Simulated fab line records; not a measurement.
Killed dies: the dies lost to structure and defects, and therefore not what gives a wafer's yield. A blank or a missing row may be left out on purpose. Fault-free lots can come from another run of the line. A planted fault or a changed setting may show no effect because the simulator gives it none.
Chamber matching | flow n5_finfet | cmp-02 running N5_BEOL_M12_CMP_49: 4 sister chambers
The step polishes, stops on SiOC, t overpolish 20.6 s, target thk 320 nm. 24 wafers are shown with their chamber, then 12 later ones without.

WAFERS PAIRED WITH THEIR CHAMBERS
wafer  | chamber | motor_current_A (A) | barrier_field_endpoint_s (s) | overpolish_run_s (s)
L078.1 | 2       | 6.5                 | 30.4                         | 20.605
L078.3 | 3       | 7.7                 | 30.5                         | 20.609
L078.5 | 1       | 6.3                 | 30.7                         | 20.591
L079.1 | 0       | 7.0                 | 30.4                         | 20.595
L079.5 | 1       | 6.3                 | 30.6                         | 20.593
L079.6 | 2       | 6.3                 | 30.9                         | 20.600
L080.1 | 0       | 7.1                 | 30.2                         | 20.617
L080.4 | 2       | 6.5                 | 31.3                         | 20.619
L080.6 | 1       | 6.3                 | 30.5                         | 20.597
L081.4 | 3       | 8.0                 | 30.2                         | 20.599
L081.5 | 1       | 6.1                 | 30.8                         | 20.606
L081.6 | 2       | 6.3                 | 30.3                         | 20.592
L083.1 | 3       | 7.4                 | 29.8                         | 20.586
L083.2 | 2       | 6.5                 | 30.3                         | 20.601
L083.4 | 0       | 6.7                 | 30.0                         | 20.605
L084.1 | 2       | 6.2                 | 31.5                         | 20.611
L084.2 | 1       | 6.4                 | 30.9                         | 20.598
L084.3 | 0       | 6.6                 | 31.1                         | 20.593
L087.2 | 2       | 6.3                 | 30.5                         | 20.605
L087.3 | 3       | 7.7                 | 31.0                         | 20.606
L087.6 | 1       | 6.4                 | 30.7                         | 20.602
L088.1 | 0       | 6.9                 | 29.2                         | 20.597
L088.3 | 3       | 7.6                 | 30.6                         | 20.596
L088.4 | 1       | 6.2                 | 30.6                         | 20.604

SIGNATURES (averages over the wafers above)
reading                  | chamber 0 | chamber 1 | chamber 2 | chamber 3 | scatter within a chamber
motor_current_A          | 6.860     | 6.286     | 6.371     | 7.680     | 0.162
barrier_field_endpoint_s | 30.180    | 30.686    | 30.743    | 30.420    | 0.463
overpolish_run_s         | 20.60140  | 20.59871  | 20.60471  | 20.59920  | 0.00819
Rule: for a wafer and a chamber, the distance is found by dividing, reading by reading, the gap between the wafer's reading and the chamber's mean by the reading's scatter, squaring, summing and taking the root. The wafer belongs to the nearest chamber; if the next one is less than 2 further off, it can't be placed. The scatter: take each reading less its chamber's mean, square it, sum over the shown wafers, divide by the number of wafers less the number of chambers, and take the root.

WAFERS WITHOUT THEIR CHAMBER
wafer  | motor_current_A (A) | barrier_field_endpoint_s (s) | overpolish_run_s (s)
L090.2 | 6.2                 | 31.7                         | 20.601
L090.5 | 7.3                 | 30.1                         | 20.597
L090.6 | 5.9                 | 30.8                         | 20.598
L094.1 | 6.9                 | 30.8                         | 20.607
L094.2 | 7.7                 | 30.5                         | 20.616
L094.6 | 7.8                 | 30.0                         | 20.601
L097.1 | 6.2                 | 29.8                         | 20.598
L097.2 | 7.5                 | 29.9                         | 20.602
L097.5 | 7.2                 | 29.3                         | 20.607
L095.1 | 7.7                 | 30.3                         | 20.604
L095.2 | 7.1                 | 30.5                         | 20.590
L095.4 | 6.5                 | 30.5                         | 20.601

EACH ONE'S CHAMBER
wafer  | from the rows above          | in truth
L090.2 | can't be placed: 1 or 2      | 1
L090.5 | can't be placed: 3 or 0      | 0
L090.6 | can't be placed: 1 or 2      | 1
L094.1 | can't be placed: 0 or 2      | 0
L094.2 | 3                            | 3
L094.6 | 3                            | 3
L097.1 | can't be placed: 1 or 2      | 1
L097.2 | 3                            | 3
L097.5 | can't be placed: 0 or 3      | 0
L095.1 | 3                            | 3
L095.2 | can't be placed: 0 or 3      | 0
L095.4 | can't be placed: 2 or 1 or 0 | 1
Placed correctly: 4 of 12. Cannot be placed on the basis of these rows: 8; the candidates contain the true chamber in 8. 0 placed wrongly.
